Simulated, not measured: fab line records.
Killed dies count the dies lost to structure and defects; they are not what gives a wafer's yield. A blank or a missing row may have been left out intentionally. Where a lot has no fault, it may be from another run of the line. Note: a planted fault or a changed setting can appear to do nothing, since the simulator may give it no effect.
A struck lot beside a sound one ; flow n5-finfet ; 18 steps out of a route of 1938
Sound: the wafers L950.3, L950.4, L950.5. Struck: wafer L941.5 (left out: L941.1, L941.2 of the same lot, which were not struck); the cause appears at the end.
At each step with rows: each side's tool, then ch and its chambers, then its first start. Under that, the readings that differ: sound wafers ; struck wafers ; difference of the means ; sigmas: that difference in standard deviations of wafers without a fault.
alike: a reading whose means differ by less than 2 such deviations, as well as words and numbers matching on both sides. not compared: withheld readings; readings where some wafer has no value; bounds like >300 that might hide an equal value; numbers whose values overlap and for which the record gives no deviation.
Wherever a step has rows on one side only, a row that says differs or no value, or a row with sigmas, the two part there. Numbers that don't overlap but have no deviation are shown without sigmas and don't part them. A reading that every wafer of one side lacks parts them only if that side has two wafers or more.

first, 11 steps without rows for these wafers: N5_BEOL_M0_SAQP_DESCUM_19 (chemistry O2, time 7.9 s); N5_BEOL_M0_SAQP_ETCH_83 (etches SiARC in CF4, target depth 39 nm, time 65 s); N5_BEOL_M0_SAQP_ETCH_84 (etches SOC in N2/H2, target depth 100 nm, overetch 20 nm, time 150 s); N5_BEOL_M0_SAQP_STRIP_80 (strips in N2/H2); N5_BEOL_M0_SAQP_HM_OPEN_112 (chemistry CHF3/O2, target SiO2, stops on a-Si, target depth 12 nm, time 13.5 s); N5_BEOL_M0_SAQP_STRIP_113 (strips in CHF3/O2); N5_BEOL_M0_SAQP_MANDREL_ETCH_20 (etches a-Si in HBr/Cl2, stops on SiNx, target depth 60 nm, bt time 10 s, time 30 s); N5_BEOL_M0_SAQP_STRIP_86 (strips in N2/H2); N5_BEOL_M0_SAQP_STRIP_115 (strips in post etch residue remover, time 60 s); N5_BEOL_M0_SAQP_SRD_93 (time 30 s); N5_BEOL_M0_SAQP_RECESS_114 (chemistry HF/NH3, target SiO2, target depth 14.4 nm, afs cycles 3, sublimation time 60 s).
N5_BEOL_M0_SAQP_SPACER1_ALD_98: deposits SiO2, target thk 12.8 nm, pulse time 1 s, purge time 2 s.
  sound on ald-sin-03 ch 2,3, day 10 13:53; struck on ald-sin-01 ch 1, day 8 16:56
reading;sound;struck;difference;sigmas
ald-cycles;138 138 138;130;-8;
model.SiO2_of_BEOL_M0_SAQP_SPACER1_ALD_98.thk-nm (nm);12.8 12.8 12.8;12;-1;
  alike: heater-power-w, precursor-pulse-height-rel
then, 1 step without rows for these wafers: N5_BEOL_M0_SAQP_SPACER1_ETCHBACK_99 (etches SiO2 in CHF3/O2, target depth 15.4 nm, time 7.7 s).
N5_BEOL_M0_SAQP_MANDREL1_REMOVE_100: chemistry HBr/Cl2/O2, target a-Si, stops on SiNx, bt time 10 s.
  sound on rie-si-03 ch 1,2, day 10 14:28; struck on rie-si-02 ch 3, day 8 17:30
reading;sound;struck;difference;sigmas
model.BEOL_M0_SAQP.cd-nm (nm);12.8 12.8 12.8;12;-1;
model.SiO2_of_BEOL_M0_SAQP_SPACER1_ALD_98.thk-nm (nm);7.6 7.6 7.6;6.6;-1.0;
  alike: drypump-motor-current-A, oes-product-au, rf-fwd-power-W, throttle-valve-pct
  not compared: rf-hours-counter-h
N5_BEOL_M0_SAQP_CD_MEAS_25: target cd 13.1 nm.
  sound on cd-sem-01 ch 0, day 10 14:34; struck on cd-sem-03 ch 0, day 8 17:37
reading;sound;struck;difference;sigmas
cd-nm (nm);12.80 12.89 13.07;12.21;-0.71;-3
then, 1 step without rows for these wafers: N5_BEOL_M0_SAQP_ETCH_101 (etches SiNx in CH3F/O2, target depth 29.9 nm, time 42.7 s).
-- the record jumps here: 2 days lie between the struck wafers' starts before and after (it left off in module BEOL_M0_SAQP and takes up again in module BEOL_M4, whose first step shown is number 1111 of the route) --
N5_BEOL_M4_RC_MEAS_101:
  sound on prober-01 ch 0, day 13 05:57; struck on prober-01 ch 0, day 11 00:01
  alike: DIBL_N, DIBL_P, IOFF_N, IOFF_P, ION_N, ION_P, SS_N, SS_P, VT_N, VT_P
after that, 1 step had no rows for these wafers: N5_PASSIVATION_PROBE_49.

## WHERE THEY PART
Only at N5_BEOL_M0_SAQP_CD_MEAS_25, as far as this record shows. Later steps at which nothing parts them and some readings are alike: N5_BEOL_M4_RC_MEAS_101.

WHY: whatever the simulator had introduced
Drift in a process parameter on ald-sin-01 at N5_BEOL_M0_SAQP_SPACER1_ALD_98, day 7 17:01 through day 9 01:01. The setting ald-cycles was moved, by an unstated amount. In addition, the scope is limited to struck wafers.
